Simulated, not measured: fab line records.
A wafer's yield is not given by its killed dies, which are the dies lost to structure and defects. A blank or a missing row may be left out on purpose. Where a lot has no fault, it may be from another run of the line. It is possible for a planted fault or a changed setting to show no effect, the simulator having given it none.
Which of the tools did it?    flow nand-harc    36 wafers from 12 lots sampled at 3 of the route's 1302 steps

== WHAT THE GAUGES SHOWED, per wafer ==
NHARC_A_CONTACT_CD_MEAS_15.
lot   measured      on         cd-nm (nm)
L076  day 22 13:16  cd-sem-01  190.5 190.4 190.8
L077  day 23 11:42  cd-sem-03  191.3 191.0 190.3
L079  day 23 23:43  cd-sem-01  189.2 188.8 189.3
L080  day 25 17:38  cd-sem-02  190.2 190.4 189.9
L083  day 26 05:46  cd-sem-02  189.8 189.0 190.3
L084  day 27 00:44  cd-sem-01  189.4 190.4 189.3
L090  day 28 11:09  cd-sem-03  189.4 190.0 189.8
L087  day 28 17:47  cd-sem-01  189.7 190.0 189.5
L092  day 29 11:44  cd-sem-01  190.3 189.3 189.7
L093  day 30 02:32  cd-sem-02  190.0 189.8 190.2
L094  day 30 19:26  cd-sem-03  189.8 189.5 190.0
L097  day 31 10:26  cd-sem-03  189.9 190.6 190.7

== TOOL THAT RAN EACH LOT (tool first, then ch and the chambers of the sampled wafers, then the start) ==
lot   NHARC_A_CONTACT_ETCH_126              NHARC_A_CONTACT_STRIP_82
L076  har-cap-etch-02 ch 0,1, day 22 02:16  rie-diel-10 ch 1,2, day 22 13:16 or earlier
L077  har-cap-etch-03 ch 0,1, day 22 22:41  rie-diel-13 ch 0,1,3, day 23 11:42 or earlier
L079  har-cap-etch-01 ch 0,1, day 23 14:45  rie-diel-13 ch 0,3, day 23 23:43 or earlier
L080  har-cap-etch-01 ch 0,1, day 25 08:42  rie-diel-13 ch 0,2,3, day 25 17:38 or earlier
L083  har-cap-etch-01 ch 0,1, day 25 17:13  rie-diel-10 ch 1,3, day 26 05:46 or earlier
L084  har-cap-etch-03 ch 0,1, day 26 11:32  rie-diel-10 ch 0,2,3, day 27 00:44 or earlier
L090  har-cap-etch-03 ch 0,1, day 27 23:38  rie-diel-13 ch 1,3, day 28 11:09 or earlier
L087  har-cap-etch-03 ch 0,1, day 28 05:23  rie-diel-10 ch 0,1,2, day 28 17:47 or earlier
L092  har-cap-etch-02 ch 0,1, day 28 21:35  rie-diel-10 ch 0,2, day 29 11:44 or earlier
L093  har-cap-etch-02 ch 0,1, day 29 17:39  rie-diel-13 ch 1,2, day 30 02:32 or earlier
L094  har-cap-etch-03 ch 0,1, day 30 08:19  rie-diel-10 ch 1,2, day 30 19:26 or earlier
L097  har-cap-etch-01 ch 0,1, day 31 01:22  rie-diel-02 ch 1,2,3, day 31 10:26 or earlier
- NHARC_A_CONTACT_ETCH_126: etches the open film in C4F8/O2/Ar, time 197 s, target depth 1918 nm.
- NHARC_A_CONTACT_STRIP_82: strips in O2.

== THE ANSWER, worked out from the rows above alone ==
Rule: what is usual is taken from the lots themselves. Put in order of their means at a reading, lots are off if they are a third of the lots or fewer, leave a main group of 4 or more, and stand apart from it by a gap of 3 or more times the standard deviation of the main group's means; of several such gaps the widest counts. If all means in a main group match to the digits the tables above print for the reading, that group is not used. Also off: a lot with no number at a reading for which 4 or more lots have one. The other lots that the step has rows for count as sound.
Nothing can be told from this: no lot is off at any reading shown.

== WHAT THE SIMULATOR PUT IN ==
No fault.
